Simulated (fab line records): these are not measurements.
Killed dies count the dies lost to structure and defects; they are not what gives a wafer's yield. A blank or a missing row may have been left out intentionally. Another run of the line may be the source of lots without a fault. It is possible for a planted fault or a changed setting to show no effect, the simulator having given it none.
fab line records ; flow n5-finfet ; part 2 of 2: steps 5 to 6 of 6
record: lots: 23; wafers: 69; last-day: 17
route steps=1938 shown BEOL_M4@1023 BEOL_M5@1114
lots with no fault: from the same line, run without faults
start-h: start of the lot's first displayed wafer, in hours after the record's first day ; wait-h: hours since the lot's step before ; " the same as in the row above ; L1.1+2: a single row standing in for several wafers ; - either no value or no given start ; * or withheld: withheld ; < > ~ a bound
route shown NAME@n: NAME is a module with steps in the file, n the number in the route of the first one ; usual: mean/standard deviation taken from wafers without a fault ; same: alike in all rows ; chamber/n: place in a boat ; sites: readings site by site ; _std_site: the standard deviation of these ; _edge_site: outer sites' mean less inner sites' ; radius-mm: how far each site lies from the wafer's centre ; mask NAME#n: copy n ; behind: the last tool/chamber to shape the wafer ; hold: cause of the lot's hold/its duration in hours/its outcome ; device: which transistor (n, p or np) failed to switch ; end of line: the route-end tests of the same wafers ; where a step has no rows: the recipe by itself ; killed: the dies lost at the first sort to structure and to defects; this is not the yield of the wafer ; map: a wafer's dies, x killed, . not, _ none there
set.NAME: the setting as run; set.NAME@STEP: as run at that earlier step ; model.NAME: the simulator's own value behind a step, which no gauge read
one table for each step of the route and one row for each wafer, over a sample of lots
services: when a tool's chamber went out of use (start-h, in hours from the record's first day, below 0 if earlier), for how many hours, and the reason
== steps ==
step: N5_BEOL_M4_STRIP_97
recipe: chemistry: N2/H2; time-s: 10; power-w: 450; temp-c: 40; pressure-mtorr: 20; rf-frequency-hz: 6e+07; bias-power-w: 7; n2-flow-sccm: 200; h2-flow-sccm: 200
usual: drypump-motor-current-A: 5.8/0.44; oes-product-au: 0.80/0.069; rf-vpp-V: 59.1/0.82; showerhead-plenum-p-Torr: 2.53/0.064; throttle-valve-pct: 23.8/0.38
lot.wafer;tool;chamber;start-h;wait-h;drypump-motor-current-A;oes-product-au;rf-hours-counter-h;rf-vpp-V;showerhead-plenum-p-Torr;throttle-valve-pct
L074.2;rie-diel-05;1;-;-;5.8;0.86;45;59.2;2.44;23.3
L074.3;rie-diel-05;0;-;-;5.1;0.88;57;60.1;2.47;23.8
L074.4;rie-diel-05;2;-;-;6.7;0.72;178;59.1;2.55;24.7
L075.4;rie-diel-04;3;-;-;6.0;0.95;18;58.7;2.47;23.3
L075.5;rie-diel-04;1;-;-;5.4;0.88;-;60.1;2.60;23.5
L075.6;rie-diel-04;0;-;-;5.9;0.79;-;58.3;2.47;23.9
L076.2;rie-diel-01;2;-;-;5.3;0.77;134;59.0;2.66;23.8
L076.3;rie-diel-01;0;-;-;6.3;0.77;139;58.4;2.57;23.8
L076.6;rie-diel-01;0;-;-;6.3;0.78;-;59.5;2.57;23.9
L078.2;rie-diel-01;2;-;-;5.3;0.76;135;59.5;2.65;23.8
L078.3;rie-diel-01;0;-;-;6.3;0.78;140;59.0;2.57;23.9
L078.4;rie-diel-01;1;-;-;5.8;0.69;224;57.9;2.52;24.6
L077.3;rie-diel-04;1;-;-;5.5;0.86;55;58.4;2.59;23.5
L077.5;rie-diel-04;2;-;-;5.4;0.91;-;58.6;2.51;23.5
L077.6;rie-diel-04;1;-;-;5.4;0.87;-;59.4;2.59;23.5
L079.1;rie-diel-01;2;-;-;5.3;0.76;137;60.0;2.65;23.8
L079.2;rie-diel-01;1;-;-;5.7;0.69;225;58.0;2.52;24.6
L079.6;rie-diel-01;1;-;-;5.8;0.69;-;59.5;2.52;24.6
L080.1;rie-diel-01;0;-;-;6.3;0.76;143;59.2;2.57;23.9
L080.3;rie-diel-01;2;-;-;5.3;0.75;138;58.1;2.65;23.8
L080.4;rie-diel-01;3;-;-;6.0;0.80;101;61.0;2.55;23.7
L081.1;rie-diel-01;2;-;-;5.3;0.76;140;60.2;2.65;23.8
L081.3;rie-diel-01;3;-;-;6.0;0.80;103;58.9;2.55;23.7
L081.6;rie-diel-01;3;-;-;6.0;0.80;-;58.3;2.55;23.7
L083.1;rie-diel-01;2;-;-;5.3;0.74;146;60.1;2.65;23.8
L083.4;rie-diel-01;1;-;-;5.8;0.68;234;58.6;2.51;24.7
L083.5;rie-diel-01;2;-;-;5.3;0.75;-;58.4;2.65;23.8
L084.2;rie-diel-04;2;-;-;5.4;0.89;31;59.2;2.51;23.5
L084.3;rie-diel-04;3;-;-;6.0;0.90;37;59.5;2.47;23.3
L084.6;rie-diel-04;2;-;-;5.3;0.90;-;59.9;2.51;23.6
L085.2;rie-diel-04;2;-;-;5.4;0.89;33;59.5;2.51;23.5
L085.4;rie-diel-04;3;-;-;6.0;0.91;39;60.8;2.46;23.3
L085.5;rie-diel-04;2;-;-;5.4;0.89;-;59.2;2.51;23.5
L086.2;rie-diel-01;0;-;-;6.3;0.76;155;58.2;2.57;23.9
L086.3;rie-diel-01;2;-;-;5.3;0.74;151;59.1;2.65;23.8
L086.6;rie-diel-01;0;-;-;6.3;0.76;-;59.4;2.57;23.9
L087.3;rie-diel-01;0;-;-;6.3;0.76;160;58.3;2.57;23.9
L087.5;rie-diel-01;3;-;-;6.0;0.79;-;59.6;2.55;23.7
L087.6;rie-diel-01;2;-;-;5.3;0.74;-;59.2;2.65;23.8
L089.1;rie-diel-04;0;-;-;5.9;0.76;146;58.6;2.46;24.0
L089.2;rie-diel-04;1;-;-;5.4;0.84;75;60.8;2.59;23.5
L089.3;rie-diel-04;3;-;-;6.0;0.89;44;58.7;2.46;23.3
L088.1;rie-diel-01;2;-;-;5.3;0.73;160;58.3;2.64;23.8
L088.5;rie-diel-01;3;-;-;6.0;0.78;-;59.9;2.54;23.7
L088.6;rie-diel-01;0;-;-;6.3;0.76;-;58.9;2.56;23.9
L090.1;rie-diel-04;2;-;-;5.3;0.88;40;60.3;2.50;23.6
L090.3;rie-diel-04;1;-;-;5.4;0.83;83;58.4;2.58;23.5
L090.5;rie-diel-04;1;-;-;5.5;0.84;-;59.3;2.58;23.5
L091.2;rie-diel-05;0;-;-;5.1;0.83;93;60.1;2.45;23.8
L091.5;rie-diel-05;3;-;-;5.0;0.90;-;59.2;2.47;23.6
L091.6;rie-diel-05;2;-;-;6.7;0.70;-;59.3;2.53;24.8
L093.2;rie-diel-01;2;-;-;5.3;0.73;168;57.9;2.64;23.9
L093.3;rie-diel-01;0;-;-;6.3;0.74;172;58.0;2.56;23.9
L093.4;rie-diel-01;3;-;-;6.0;0.76;-;59.5;2.54;23.8
L092.1;rie-diel-01;2;-;-;5.3;0.72;170;60.7;2.64;23.8
L092.2;rie-diel-01;3;-;-;6.0;0.77;132;58.5;2.54;23.8
L092.4;rie-diel-01;2;-;-;5.3;0.73;-;59.9;2.64;23.9
L094.3;rie-diel-04;3;-;-;6.0;0.87;60;58.9;2.46;23.3
L094.4;rie-diel-04;1;-;-;5.4;0.83;92;60.0;2.58;23.5
L094.6;rie-diel-04;0;-;-;5.9;0.75;-;58.1;2.45;24.0
L095.2;rie-diel-05;3;-;-;5.0;0.88;62;59.5;2.47;23.6
L095.5;rie-diel-05;3;-;-;5.0;0.88;-;59.5;2.47;23.6
L095.6;rie-diel-05;2;-;-;6.7;0.69;-;59.4;2.53;24.8
L096.4;rie-diel-04;3;-;-;6.0;0.87;63;58.5;2.45;23.3
L096.5;rie-diel-04;3;-;-;6.0;0.87;-;60.0;2.45;23.3
L096.6;rie-diel-04;0;-;-;5.9;0.75;-;60.0;2.45;24.0
L097.2;rie-diel-05;3;-;-;5.0;0.88;71;58.0;2.46;23.6
L097.4;rie-diel-05;1;-;-;5.8;0.81;-;59.4;2.42;23.3
L097.6;rie-diel-05;3;-;-;5.0;0.87;-;58.4;2.46;23.6
step: N5_BEOL_M5_THK_MEAS_01
recipe: reads: SiCOH_lowk_of_BEOL_M5_ILD_DEP_00
usual: M5_ILD_THK: 121.8/1.6
lot.wafer;tool;chamber;start-h;wait-h;M5_ILD_THK[nm]
L074.2;film-metro-01;-;167.86;0.4;119.0
L074.3;film-metro-01;-;167.86;0.4;121.5
L074.4;film-metro-01;-;167.86;0.4;121.6
L075.4;film-metro-01;-;170.46;0.2;124.8
L075.5;film-metro-01;-;170.46;0.2;121.3
L075.6;film-metro-01;-;170.46;0.2;121.5
L076.2;film-metro-01;-;182.60;0.4;122.6
L076.3;film-metro-01;-;182.60;0.4;120.0
L076.6;film-metro-01;-;182.60;0.4;120.7
L078.2;film-metro-02;-;186.93;1.3;119.8
L078.3;film-metro-02;-;186.93;1.3;119.5
L078.4;film-metro-02;-;186.93;1.3;122.4
L077.3;film-metro-01;-;190.98;0.5;120.6
L077.5;film-metro-01;-;190.98;0.5;122.2
L077.6;film-metro-01;-;190.98;0.5;123.3
L079.1;film-metro-01;-;191.77;0.4;123.0
L079.2;film-metro-01;-;191.77;0.4;121.4
L079.6;film-metro-01;-;191.77;0.4;125.0
L080.1;film-metro-02;-;194.95;0.4;121.9
L080.3;film-metro-02;-;194.95;0.4;123.7
L080.4;film-metro-02;-;194.95;0.4;123.8
L081.1;film-metro-01;-;202.91;0.8;120.7
L081.3;film-metro-01;-;202.91;0.8;120.2
L081.6;film-metro-01;-;202.91;0.8;121.4
L083.1;film-metro-01;-;219.96;0.4;119.1
L083.4;film-metro-01;-;219.96;0.4;120.4
L083.5;film-metro-01;-;219.96;0.4;121.2
L084.2;film-metro-02;-;223.17;0.4;121.2
L084.3;film-metro-02;-;223.17;0.4;121.2
L084.6;film-metro-02;-;223.17;0.4;122.6
L085.2;film-metro-02;-;229.05;0.4;121.2
L085.4;film-metro-02;-;229.05;0.4;122.1
L085.5;film-metro-02;-;229.05;0.4;125.8
L086.2;film-metro-01;-;233.30;0.4;121.0
L086.3;film-metro-01;-;233.30;0.4;124.0
L086.6;film-metro-01;-;233.30;0.4;125.6
L087.3;film-metro-02;-;247.67;0.3;123.3
L087.5;film-metro-02;-;247.67;0.3;121.4
L087.6;film-metro-02;-;247.67;0.3;121.4
L089.1;film-metro-01;-;249.06;0.8;119.9
L089.2;film-metro-01;-;249.06;0.8;122.3
L089.3;film-metro-01;-;249.06;0.8;125.0
L088.1;film-metro-01;-;258.86;0.4;119.6
L088.5;film-metro-01;-;258.86;0.4;121.9
L088.6;film-metro-01;-;258.86;0.4;122.6
L090.1;film-metro-02;-;264.84;0.4;122.2
L090.3;film-metro-02;-;264.84;0.4;123.1
L090.5;film-metro-02;-;264.84;0.4;123.3
L091.2;film-metro-01;-;267.71;0.4;120.5
L091.5;film-metro-01;-;267.71;0.4;121.4
L091.6;film-metro-01;-;267.71;0.4;123.8
L093.2;film-metro-02;-;277.60;0.4;120.0
L093.3;film-metro-02;-;277.60;0.4;122.2
L093.4;film-metro-02;-;277.60;0.4;122.5
L092.1;film-metro-01;-;282.90;0.4;118.7
L092.2;film-metro-01;-;282.90;0.4;123.3
L092.4;film-metro-01;-;282.90;0.4;124.7
L095.2;film-metro-02;-;287.51;0.4;121.7
L095.5;film-metro-02;-;287.51;0.4;122.1
L095.6;film-metro-02;-;287.51;0.4;122.1
L094.3;film-metro-01;-;289.53;0.3;120.6
L094.4;film-metro-01;-;289.53;0.3;122.2
L094.6;film-metro-01;-;289.53;0.3;122.6
L096.4;film-metro-02;-;296.86;0.2;121.6
L096.5;film-metro-02;-;296.86;0.2;120.2
L096.6;film-metro-02;-;296.86;0.2;120.6
L097.2;film-metro-02;-;312.22;0.4;120.3
L097.4;film-metro-02;-;312.22;0.4;123.3
L097.6;film-metro-02;-;312.22;0.4;121.2
== services ==
tool;chamber;start-h;hours;kind
rie-diel-04;-;148.85;0.1;repair
ald-sin-03;0;149.07;8.7;repair
pecvd-03;-;150.42;1.3;repair
ald-sin-03;-;164.77;4.3;pm
rie-diel-04;2;172.28;4.3;repair
ald-sin-03;-;176.75;14.0;pm
pecvd-01;-;177.10;1.7;repair
rie-diel-05;0;185.05;3.2;repair
rie-diel-04;-;190.71;1.6;repair
pecvd-04;0;193.65;15.3;repair
ald-sin-01;-;199.61;1.2;repair
rie-diel-05;1;230.89;5.4;repair
ald-sin-02;-;231.00;0.8;repair
pecvd-03;0;235.17;7.8;repair
rie-diel-04;2;242.38;12.5;repair
pecvd-04;1;244.42;4.1;repair
rie-diel-01;1;260.23;-;clean
rie-diel-01;1;260.23;-;consumable-replace:esc
ald-sin-03;2;262.69;16.3;repair
pecvd-01;-;264.89;5.5;pm
ald-sin-02;-;269.38;14.0;pm
pecvd-03;2;292.78;6.0;repair
ald-sin-01;2;296.74;13.9;repair
rie-diel-05;2;298.44;8.7;repair
